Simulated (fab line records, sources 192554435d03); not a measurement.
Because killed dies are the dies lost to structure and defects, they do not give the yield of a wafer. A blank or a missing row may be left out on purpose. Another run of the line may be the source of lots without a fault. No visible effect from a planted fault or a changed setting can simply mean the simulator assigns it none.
Which tool did it? :: flow n5Finfet :: 11 lots with 33 wafers sampled at 5 steps, on a route of 1938 steps

WHAT THE GAUGES SHOWED, per wafer
Not one reading of a measure or inspect step in the record can be checked against a usual standard deviation.

WHAT TOOL EACH LOT RAN ON (gives the tool, then ch and the chambers of the sampled wafers, and finally the start)
lot: L572
N5_BEOL_M10_HM_OPEN_17: rieMetal-01 ch 0,1, day 10 12:22
N5_BEOL_M15_PRE_CLEAN_42: pvdSputter-01, day 12 04:14
N5_BEOL_M15_SPUTTER_44: pvdSputter-01, day 12 04:22
N5_MIM_TOP_SPUTTER_03: pvdSputter-01, day 12 09:00
N5_PASSIVATION_PROBE_49: -

lot: L574
N5_BEOL_M10_HM_OPEN_17: rieMetal-03 ch 0,1, day 11 19:11
N5_BEOL_M15_PRE_CLEAN_42: pvdSputter-03, day 13 05:43
N5_BEOL_M15_SPUTTER_44: pvdSputter-03, day 13 05:50
N5_MIM_TOP_SPUTTER_03: pvdSputter-02, day 13 10:19
N5_PASSIVATION_PROBE_49: -

lot: L576
N5_BEOL_M10_HM_OPEN_17: rieMetal-01 ch 0,1, day 11 19:33
N5_BEOL_M15_PRE_CLEAN_42: pvdSputter-02, day 13 02:22
N5_BEOL_M15_SPUTTER_44: pvdSputter-02, day 13 02:29
N5_MIM_TOP_SPUTTER_03: pvdSputter-01, day 13 08:05
N5_PASSIVATION_PROBE_49: -

lot: L577
N5_BEOL_M10_HM_OPEN_17: rieMetal-02 ch 0,1, day 12 04:14
N5_BEOL_M15_PRE_CLEAN_42: pvdSputter-01, day 13 21:16
N5_BEOL_M15_SPUTTER_44: pvdSputter-01, day 13 21:23
N5_MIM_TOP_SPUTTER_03: pvdSputter-02, day 14 02:44
N5_PASSIVATION_PROBE_49: -

lot: L580
N5_BEOL_M10_HM_OPEN_17: rieMetal-01 ch 0,1, day 12 08:48
N5_BEOL_M15_PRE_CLEAN_42: pvdSputter-03, day 14 03:11
N5_BEOL_M15_SPUTTER_44: pvdSputter-03, day 14 03:19
N5_MIM_TOP_SPUTTER_03: pvdSputter-01, day 14 07:22
N5_PASSIVATION_PROBE_49: -

lot: L582
N5_BEOL_M10_HM_OPEN_17: rieMetal-01 ch 0,1, day 12 18:11
N5_BEOL_M15_PRE_CLEAN_42: pvdSputter-02, day 14 06:49
N5_BEOL_M15_SPUTTER_44: pvdSputter-02, day 14 06:56
N5_MIM_TOP_SPUTTER_03: pvdSputter-02, day 14 14:37
N5_PASSIVATION_PROBE_49: -

lot: L583
N5_BEOL_M10_HM_OPEN_17: rieMetal-01 ch 0, day 13 03:34
N5_BEOL_M15_PRE_CLEAN_42: pvdSputter-01, day 14 15:05
N5_BEOL_M15_SPUTTER_44: pvdSputter-01, day 14 15:12
N5_MIM_TOP_SPUTTER_03: pvdSputter-03, day 14 23:17
N5_PASSIVATION_PROBE_49: -

lot: L584
N5_BEOL_M10_HM_OPEN_17: rieMetal-01 ch 0,1, day 13 13:37
N5_BEOL_M15_PRE_CLEAN_42: pvdSputter-03, day 14 23:25
N5_BEOL_M15_SPUTTER_44: pvdSputter-03, day 14 23:32
N5_MIM_TOP_SPUTTER_03: pvdSputter-01, day 15 06:12
N5_PASSIVATION_PROBE_49: prober-02, day 15 17:37

lot: L585
N5_BEOL_M10_HM_OPEN_17: rieMetal-01 ch 0,1, day 13 13:55
N5_BEOL_M15_PRE_CLEAN_42: pvdSputter-02, day 14 23:16
N5_BEOL_M15_SPUTTER_44: pvdSputter-02, day 14 23:23
N5_MIM_TOP_SPUTTER_03: pvdSputter-02, day 15 02:32
N5_PASSIVATION_PROBE_49: prober-02, day 15 13:18

lot: L586
N5_BEOL_M10_HM_OPEN_17: rieMetal-01 ch 0, day 14 02:00
N5_BEOL_M15_PRE_CLEAN_42: pvdSputter-03, day 15 17:46
N5_BEOL_M15_SPUTTER_44: pvdSputter-03, day 15 17:53
N5_MIM_TOP_SPUTTER_03: pvdSputter-02, day 15 21:17
N5_PASSIVATION_PROBE_49: prober-02, day 16 09:45

lot: L594
N5_BEOL_M10_HM_OPEN_17: rieMetal-02 ch 0,1, day 16 08:46
N5_BEOL_M15_PRE_CLEAN_42: pvdSputter-01, day 18 08:53
N5_BEOL_M15_SPUTTER_44: pvdSputter-01, day 18 09:01
N5_MIM_TOP_SPUTTER_03: pvdSputter-02, day 18 12:32
N5_PASSIVATION_PROBE_49: -
- N5_BEOL_M10_HM_OPEN_17: chemistry Cl2/BCl3, target TiN, target depth 20 nm, overetch 6 nm.
- N5_BEOL_M15_PRE_CLEAN_42: time 30 s.
- N5_BEOL_M15_SPUTTER_44: material Ta, target thk 15 nm, time 24.19 s.
- N5_MIM_TOP_SPUTTER_03: material TiN, target thk 35 nm, time 89.7 s.
- N5_PASSIVATION_PROBE_49

AS READ BY THE TOOLS THEMSELVES (means over the sampled wafers that have a number; for cases with no such wafer, the mark the record gives instead)
N5_BEOL_M10_HM_OPEN_17. Usual: bcl3FlowSccm 21.75 sccm, standard deviation 0.064; drypumpMotorCurrentA 5.7 A, standard deviation 0.42; oesProductAu 0.71 a.u., standard deviation 0.091; throttleValvePct 22.10 %, standard deviation 0.24.
lot: L572
tool: rieMetal-01
bcl3FlowSccm (sccm): 21.76
drypumpMotorCurrentA (A): 5.4
oesProductAu (a.u.): 0.62
throttleValvePct (%): 22.08
flag: 

lot: L574
tool: rieMetal-03
bcl3FlowSccm (sccm): 21.72
drypumpMotorCurrentA (A): 5.7
oesProductAu (a.u.): 0.70
throttleValvePct (%): 22.29
flag: 

lot: L576
tool: rieMetal-01
bcl3FlowSccm (sccm): 21.80
drypumpMotorCurrentA (A): 5.8
oesProductAu (a.u.): 0.69
throttleValvePct (%): 21.88
flag: 

lot: L577
tool: rieMetal-02
bcl3FlowSccm (sccm): 21.76
drypumpMotorCurrentA (A): 5.8
oesProductAu (a.u.): 0.79
throttleValvePct (%): 22.12
flag: 

lot: L580
tool: rieMetal-01
bcl3FlowSccm (sccm): 21.74
drypumpMotorCurrentA (A): 5.4
oesProductAu (a.u.): 0.62
throttleValvePct (%): 22.07
flag: 

lot: L582
tool: rieMetal-01
bcl3FlowSccm (sccm): 21.78
drypumpMotorCurrentA (A): 5.4
oesProductAu (a.u.): 0.61
throttleValvePct (%): 22.07
flag: 

lot: L583
tool: rieMetal-01
bcl3FlowSccm (sccm): 21.76
drypumpMotorCurrentA (A): 6.2
oesProductAu (a.u.): 0.76
throttleValvePct (%): 21.69
flag: 

lot: L584
tool: rieMetal-01
bcl3FlowSccm (sccm): 21.66
drypumpMotorCurrentA (A): 5.8
oesProductAu (a.u.): 0.67
throttleValvePct (%): 21.91
flag: 

lot: L585
tool: rieMetal-01
bcl3FlowSccm (sccm): 21.78
drypumpMotorCurrentA (A): 5.4
oesProductAu (a.u.): 0.61
throttleValvePct (%): 22.08
flag: 

lot: L586
tool: rieMetal-01
bcl3FlowSccm (sccm): 21.77
drypumpMotorCurrentA (A): 6.2
oesProductAu (a.u.): 0.75
throttleValvePct (%): 21.70
flag: 

lot: L594
tool: rieMetal-02
bcl3FlowSccm (sccm): 21.73
drypumpMotorCurrentA (A): 5.7
oesProductAu (a.u.): 0.74
throttleValvePct (%): 22.15
flag: 

N5_BEOL_M15_PRE_CLEAN_42. Usual: heaterPowerW 468 W, standard deviation 56.
lot: L572
tool: pvdSputter-01
heaterPowerW (W): 482
flag: 

lot: L574
tool: pvdSputter-03
heaterPowerW (W): 374
flag: 

lot: L576
tool: pvdSputter-02
heaterPowerW (W): 481
flag: 

lot: L577
tool: pvdSputter-01
heaterPowerW (W): 442
flag: 

lot: L580
tool: pvdSputter-03
heaterPowerW (W): 436
flag: 

lot: L582
tool: pvdSputter-02
heaterPowerW (W): 477
flag: 

lot: L583
tool: pvdSputter-01
heaterPowerW (W): 454
flag: 

lot: L584
tool: pvdSputter-03
heaterPowerW (W): 493
flag: 

lot: L585
tool: pvdSputter-02
heaterPowerW (W): 465
flag: 

lot: L586
tool: pvdSputter-03
heaterPowerW (W): 487
flag: 

lot: L594
tool: pvdSputter-01
heaterPowerW (W): 489
flag: 

N5_BEOL_M15_SPUTTER_44. Usual: substrateTempC 50.00 C, standard deviation 0.12; throttleValvePct 29.9 %, standard deviation 0.88.
lot: L572
tool: pvdSputter-01
substrateTempC (C): 50.02
throttleValvePct (%): 29.4
flag: 

lot: L574
tool: pvdSputter-03
substrateTempC (C): 50.11
throttleValvePct (%): 30.6
flag: 

lot: L576
tool: pvdSputter-02
substrateTempC (C): 49.98
throttleValvePct (%): 29.0
flag: 

lot: L577
tool: pvdSputter-01
substrateTempC (C): 50.10
throttleValvePct (%): 30.1
flag: 

lot: L580
tool: pvdSputter-03
substrateTempC (C): 50.01
throttleValvePct (%): 30.6
flag: 

lot: L582
tool: pvdSputter-02
substrateTempC (C): 49.86
throttleValvePct (%): 28.1
flag: 

lot: L583
tool: pvdSputter-01
substrateTempC (C): 50.13
throttleValvePct (%): 30.4
flag: 

lot: L584
tool: pvdSputter-03
substrateTempC (C): 50.07
throttleValvePct (%): 30.6
flag: 

lot: L585
tool: pvdSputter-02
substrateTempC (C): 49.95
throttleValvePct (%): 30.3
flag: 

lot: L586
tool: pvdSputter-03
substrateTempC (C): 50.06
throttleValvePct (%): 30.9
flag: 

lot: L594
tool: pvdSputter-01
substrateTempC (C): 50.13
throttleValvePct (%): 29.7
flag: 

N5_MIM_TOP_SPUTTER_03. Usual: substrateTempC 199.99 C, standard deviation 0.15; throttleValvePct 29.7 %, standard deviation 0.95.
lot: L572
tool: pvdSputter-01
substrateTempC (C): 200.02
throttleValvePct (%): 30.0
flag: 

lot: L574
tool: pvdSputter-02
substrateTempC (C): 200.13
throttleValvePct (%): 28.9
flag: 

lot: L576
tool: pvdSputter-01
substrateTempC (C): 199.85
throttleValvePct (%): 30.0
flag: 

lot: L577
tool: pvdSputter-02
substrateTempC (C): 200.02
throttleValvePct (%): 29.5
flag: 

lot: L580
tool: pvdSputter-01
substrateTempC (C): 199.98
throttleValvePct (%): 29.8
flag: 

lot: L582
tool: pvdSputter-02
substrateTempC (C): 200.14
throttleValvePct (%): 29.9
flag: 

lot: L583
tool: pvdSputter-03
substrateTempC (C): 199.99
throttleValvePct (%): 30.0
flag: 

lot: L584
tool: pvdSputter-01
substrateTempC (C): 199.99
throttleValvePct (%): 30.2
flag: 

lot: L585
tool: pvdSputter-02
substrateTempC (C): 200.04
throttleValvePct (%): 28.0
flag: 

lot: L586
tool: pvdSputter-02
substrateTempC (C): 200.00
throttleValvePct (%): 29.8
flag: 

lot: L594
tool: pvdSputter-02
substrateTempC (C): 200.00
throttleValvePct (%): 29.3
flag: 

N5_PASSIVATION_PROBE_49. Usual: defectLimitedYield 91.5 %, standard deviation 1.4; killed_at_M0_to_M3 32, standard deviation 11; killed_at_M4_up 12, standard deviation 4.4; killedAtContacts 13, standard deviation 6.1; killedAtFrontEnd 39, standard deviation 12; killedAtOther 3.9, standard deviation 3; killedDies 100, standard deviation 17; killedOnRim 13, standard deviation 3.9; killedOpen 66, standard deviation 12; killedShort 33, standard deviation 7.4; sort_bin_4_leakage 0.03 %, standard deviation 0.14; sort_bin_5_function 5.0 %, standard deviation 0.95; sort_bin_6_memory 3.2 %, standard deviation 0.66; sort_bin_8_speed 0.0 %, standard deviation 0.33; sortNPass 1079, standard deviation 17; sortYieldPct 91.4 %, standard deviation 1.5.
lot: L584
tool: prober-02
defectLimitedYield (%): 84.4
killed_at_M0_to_M3: 33
killed_at_M4_up: 84
killedAtContacts: 11
killedAtFrontEnd: 49
killedAtOther: 7.0
killedDies: 184
killedOnRim: 23
killedOpen: 72
killedShort: 36
sort_bin_4_leakage (%): 0.39
sort_bin_5_function (%): 10.0
sort_bin_6_memory (%): 4.3
sort_bin_8_speed (%): 0.0
sortNPass: 991
sortYieldPct (%): 84.0
flag: OFF

lot: L585
tool: prober-02
defectLimitedYield (%): 85.9
killed_at_M0_to_M3: 27
killed_at_M4_up: 99
killedAtContacts: 6
killedAtFrontEnd: 33
killedAtOther: 1.0
killedDies: 167
killedOnRim: 14
killedOpen: 47
killedShort: 32
sort_bin_4_leakage (%): 0.00
sort_bin_5_function (%): 9.1
sort_bin_6_memory (%): 3.7
sort_bin_8_speed (%): 0.0
sortNPass: 1013
sortYieldPct (%): 85.9
flag: OFF

lot: L586
tool: prober-02
defectLimitedYield (%): 86.2
killed_at_M0_to_M3: 38
killed_at_M4_up: 73
killedAtContacts: 17
killedAtFrontEnd: 34
killedAtOther: 1.3
killedDies: 163
killedOnRim: 21
killedOpen: 68
killedShort: 33
sort_bin_4_leakage (%): 0.00
sort_bin_5_function (%): 9.2
sort_bin_6_memory (%): 3.6
sort_bin_8_speed (%): 0.0
sortNPass: 1017
sortYieldPct (%): 86.2
flag: OFF

THE ANSWER, worked out from the rows above alone
Rule: a lot counts as off when the mean over its wafers that have a number is more than 3 standard deviations away from the usual mean. A lot without any number at a reading at which 4 lots or more have one is off too. Any other lot the step has rows for is counted as sound. After the gauges, taken in route order, come the tools' own readings; for these a lot's mean is taken, as printed above. At the first step where some lot is off, the reading lying furthest off is the one used; lots without a number count as furthest.
Off: L584, L585, L586 (N5_PASSIVATION_PROBE_49, killed_at_M4_up). Neither off nor sound, because the step has no rows for them: L572, L574, L576, L577, L580, L582, L583, L594.
A tool fits if, at that step or a process step before it, it ran every lot that is off, and no sound lot after the first of them. 2 tools fit, rieMetal-01 at N5_BEOL_M10_HM_OPEN_17 and prober-02 at N5_PASSIVATION_PROBE_49, so this cannot tell which one it is.

WHAT THE SIMULATOR HAD INSERTED
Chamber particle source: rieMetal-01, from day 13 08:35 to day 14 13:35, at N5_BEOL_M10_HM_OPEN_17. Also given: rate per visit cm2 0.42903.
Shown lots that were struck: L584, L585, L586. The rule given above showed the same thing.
